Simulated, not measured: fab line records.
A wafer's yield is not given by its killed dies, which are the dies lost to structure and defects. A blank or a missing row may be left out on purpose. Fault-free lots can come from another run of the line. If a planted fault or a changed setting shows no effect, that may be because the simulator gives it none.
Matching of chambers / flow nand-harc / NHARC_A_STAIRCASE_DESCUM_291 on rie-diel-02: 4 sister chambers
The step chemistry O2, time 3 s. 4 wafers are shown with their chamber, then 7 later ones without.

WAFERS PAIRED WITH THEIR CHAMBERS
wafer=L620.1; chamber=3; showerhead-plenum-p-Torr (Torr)=1.93
wafer=L625.1; chamber=0; showerhead-plenum-p-Torr (Torr)=1.77
wafer=L633.1; chamber=1; showerhead-plenum-p-Torr (Torr)=1.88
wafer=L633.4; chamber=2; showerhead-plenum-p-Torr (Torr)=1.79

WAFERS MISSING THEIR CHAMBER
wafer=L633.5; showerhead-plenum-p-Torr (Torr)=1.88
wafer=L635.1; showerhead-plenum-p-Torr (Torr)=2.07
wafer=L635.2; showerhead-plenum-p-Torr (Torr)=1.79
wafer=L635.3; showerhead-plenum-p-Torr (Torr)=1.92
wafer=L638.1; showerhead-plenum-p-Torr (Torr)=1.79
wafer=L638.5; showerhead-plenum-p-Torr (Torr)=1.92
wafer=L638.6; showerhead-plenum-p-Torr (Torr)=1.79

CHAMBER TAKEN BY EACH
wafer=L633.5; from the rows above=can't be placed: 1 or 3 or 2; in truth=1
wafer=L635.1; from the rows above=can't be placed: 3 or 1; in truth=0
wafer=L635.2; from the rows above=can't be placed: 2 or 0 or 1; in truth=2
wafer=L635.3; from the rows above=can't be placed: 3 or 1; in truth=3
wafer=L638.1; from the rows above=can't be placed: 2 or 0 or 1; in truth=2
wafer=L638.5; from the rows above=can't be placed: 3 or 1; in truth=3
wafer=L638.6; from the rows above=can't be placed: 2 or 0 or 1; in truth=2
0 of 7 placed correctly. Cannot be placed on the basis of these rows: 7; the candidates contain the true chamber in 6. Wrongly placed: 0.
How it was worked out, from the rows above alone: a wafer's distance from a chamber is the root of the sum, over the readings, of the square of ((its reading less the chamber's mean) divided by the reading's scatter). The wafer belongs to the nearest chamber; if the next one is less than 2 further off, it can't be placed. The mean given for a chamber averages the wafers shown for that chamber. The scatter: with one shown wafer a chamber, the root of the mean of the squares of how far each hidden wafer lies from its nearest shown one.
